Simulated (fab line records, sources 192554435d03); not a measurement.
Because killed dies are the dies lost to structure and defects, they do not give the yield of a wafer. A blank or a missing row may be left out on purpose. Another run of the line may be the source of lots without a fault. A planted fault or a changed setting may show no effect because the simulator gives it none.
Problem report, 8D (eight disciplines) form, completed by code -- flow n5-finfet -- the parts of the form that need people (team, actions taken, sign-off) are left out

1. WHAT IS WRONG
IOFF_N at N5_BEOL_M4_RC_MEAS_101 reads a mean of 1.04 nA/um on 2 wafers of 2 lots; wafers without a fault read 0.16 nA/um with a standard deviation of 0.038. That puts it +23 standard deviations away from the usual mean.
Earliest sighting: wafer L115.1 on prober-01 at day 11 09:29. The record holds 12 wafers of 4 lots with a number at this step. By rule, "out" or "out of limits" means more than 4 standard deviations away from the usual mean. All remaining wafers that have a number are taken as sound.

2. WHAT IT IS, WHAT IT ISN'T
question,is,is not
which readings at this step,"IOFF_N, DIBL_N, DIBL_P, IOFF_N_85C, IOFF_N_LIN, IOFF_P, IOFF_P_85C, IOFF_P_LIN, ION_N, ION_P, REXT_N, REXT_P, VT_N, VT_N_LVT, VT_P, VT_P_LVT",-
which lots,"L115, L117","L110, L121"
which wafers of those lots,"L115.1, L117.2","L115.3, L115.5, L117.3, L117.4"
read on which gauges,"prober-01, prober-02",-
when,from day 11 09:29,"up to then (5 sound wafers); but 5 sound wafers of L117, L121 came after"

3. THE SUSPECTS, EACH WITH WHAT RULES IT OUT
Counting: a tool at a process step up to the reading stays a suspect if it ran every lot that is out. Sound lots after the first of them don't rule it out here, since some wafers of a struck lot are sound.
- the gauge at N5_BEOL_M4_RC_MEAS_101 has been ruled out. 2 gauges (prober-01, prober-02) read the wafers that are out.
- ald-sin-02 at N5_SPACER0_ALD_00 (deposits SiOCN, target thk 3.5 nm, pulse time 3 s, purge time 2 s): kept. Ran every lot that is out, first one L115 (day 6 18:15); last sound lot up to then L110 (day 4 21:05).
- wet-bench-04 at N5_SD_EPI_P_PRECLEAN_32 (cleans in dHF, time 10 s): kept. It ran every lot that is out, first L115 (day 7 03:10).
- Within wet-bench-04 at N5_SD_EPI_P_PRECLEAN_32: the wafers that are out ran in chambers 1, 6; their sound lot-mates ran in chambers 3, 4, 5, 7.
What counting leaves: ald-sin-02 at N5_SPACER0_ALD_00 and wet-bench-04 at N5_SD_EPI_P_PRECLEAN_32.

4. THE CAUSE (what the simulator had put in)
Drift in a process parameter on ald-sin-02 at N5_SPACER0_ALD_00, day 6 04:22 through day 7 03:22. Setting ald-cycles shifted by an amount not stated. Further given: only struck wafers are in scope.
Counting leaves 2 suspects; this tool is one of them.

5. SEQUENCE OF EFFECTS, ordered by route
Rows list readings where the struck wafers' mean (over those with a number) sits beyond 3 standard deviations from the usual. Only readings whose record carries a usual standard deviation are examined. hours: median over the lots of the time between each lot's start at the first step of this table that gives one and its start at this step. sigmas: the change, counted in usual standard deviations.
hours,step,reading,usual,on struck wafers,change,sigmas
0,N5_BEOL_M4_RC_MEAS_101,DIBL_N,36.0 mV/V,56.5,+20.5,+10
0,N5_BEOL_M4_RC_MEAS_101,DIBL_P,35.9 mV/V,52.6,+16.7,+6.7
0,N5_BEOL_M4_RC_MEAS_101,IOFF_N,0.16 nA/um,1.04,+0.88,+23
0,N5_BEOL_M4_RC_MEAS_101,IOFF_N_85C,3.1 nA/um,14.8,+11.8,+19
0,N5_BEOL_M4_RC_MEAS_101,IOFF_N_LIN,0.074 nA/um,0.319,+0.245,+18
0,N5_BEOL_M4_RC_MEAS_101,IOFF_P,0.21 nA/um,1.15,+0.94,+23
0,N5_BEOL_M4_RC_MEAS_101,IOFF_P_85C,3.6 nA/um,15.1,+11.5,+20
0,N5_BEOL_M4_RC_MEAS_101,IOFF_P_LIN,0.099 nA/um,0.405,+0.306,+22
0,N5_BEOL_M4_RC_MEAS_101,ION_N,675 uA/um,796,+121,+8.6
0,N5_BEOL_M4_RC_MEAS_101,ION_P,462 uA/um,548,+86,+9.1
0,N5_BEOL_M4_RC_MEAS_101,REXT_N,75.3 ohm.um,59.0,-16.3,-10
0,N5_BEOL_M4_RC_MEAS_101,REXT_P,100.7 ohm.um,82.1,-18.6,-7.8
0,N5_BEOL_M4_RC_MEAS_101,SS_N,71.5 mV/dec,75.2,+3.7,+4.9
0,N5_BEOL_M4_RC_MEAS_101,SS_P,73.2 mV/dec,76.2,+3.0,+4.0
0,N5_BEOL_M4_RC_MEAS_101,VT_N,250 mV,220,-30,-7.7
0,N5_BEOL_M4_RC_MEAS_101,VT_N_LVT,98 mV,70,-28,-7.1
0,N5_BEOL_M4_RC_MEAS_101,VT_P,-251 mV,-222,+29,+9.1
0,N5_BEOL_M4_RC_MEAS_101,VT_P_LVT,-99 mV,-70,+30,+9.5
98,N5_PASSIVATION_PROBE_49,sort-n-pass,1077,0,-1077,-60
98,N5_PASSIVATION_PROBE_49,sort-yield-pct,91.3 %,0.0,-91.3,-61
The process steps in it:
- N5_PASSIVATION_PROBE_49

6. WHAT WOULD HAVE CAUGHT IT SOONER
In this record the first reading out of limits at a measuring or inspecting step was taken at day 11 09:29, 125 hours after the fault began at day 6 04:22.
Of the tool readings at N5_SPACER0_ALD_00 for which the record gives a usual standard deviation, none was out on any struck wafer, so an alarm limit of 4 standard deviations on them would not have fired.
Each of the lots that are out, 2 in all, had begun N5_SPACER0_ALD_00 on ald-sin-02 no later than day 11 09:29. Tool hold at that time: it would have spared none of them.
